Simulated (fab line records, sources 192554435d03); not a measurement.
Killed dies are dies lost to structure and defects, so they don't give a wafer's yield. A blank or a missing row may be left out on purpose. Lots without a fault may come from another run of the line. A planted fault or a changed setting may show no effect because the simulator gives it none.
Chamber matching | flow n5_finfet | N5_BEOL_M7_DESCUM_33 on rie_diel-06: 4 sister chambers
The step chemistry O2, time 7 s. 8 wafers are shown with their chamber, then 11 later ones without.

WAFERS WITH THEIR CHAMBER
wafer  | chamber | showerhead_plenum_p_Torr (Torr) | drypump_motor_current_A (A)
L079.1 | 1       | 2.08                            | 6.5
L081.4 | 1       | 2.08                            | 6.5
L087.1 | 0       | 1.98                            | 5.7
L087.3 | 3       | 1.98                            | 6.0
L088.1 | 2       | 2.01                            | 5.7
L088.2 | 0       | 1.98                            | 5.7
L088.6 | 2       | 2.00                            | 5.7
L089.1 | 3       | 1.98                            | 5.9

WAFERS WITHOUT THEIR CHAMBER
wafer  | showerhead_plenum_p_Torr (Torr) | drypump_motor_current_A (A)
L089.4 | 2.00                            | 5.6
L089.6 | 1.98                            | 5.9
L090.1 | 2.00                            | 5.6
L090.3 | 2.07                            | 6.6
L090.4 | 1.97                            | 5.7
L091.2 | 2.07                            | 6.5
L091.4 | 2.00                            | 5.7
L091.5 | 1.98                            | 6.0
L097.1 | 2.00                            | 5.7
L097.4 | 1.98                            | 6.0
L097.5 | 2.00                            | 5.7

WHICH CHAMBER EACH WENT THROUGH
wafer  | from the rows above | in truth
L089.4 | 2                   | 2
L089.6 | 3                   | 3
L090.1 | 2                   | 2
L090.3 | 1                   | 1
L090.4 | 0                   | 0
L091.2 | 1                   | 1
L091.4 | 2                   | 2
L091.5 | 3                   | 3
L097.1 | 2                   | 2
L097.4 | 3                   | 3
L097.5 | 2                   | 2
Placed correctly: 11 of 11. Can't be placed from these rows: 0. Placed wrongly: 0.
How it was worked out, from the rows above alone: a wafer's distance from a chamber is the root of the sum, over the readings, of the square of ((its reading less the chamber's mean) divided by the reading's scatter). The wafer belongs to the nearest chamber; if the next one is less than 2 further off, it can't be placed. A chamber's mean is the mean of its shown wafers. The scatter: the root of (the sum of the squares of (reading less its chamber's mean) over the shown wafers, divided by (wafers less chambers)).
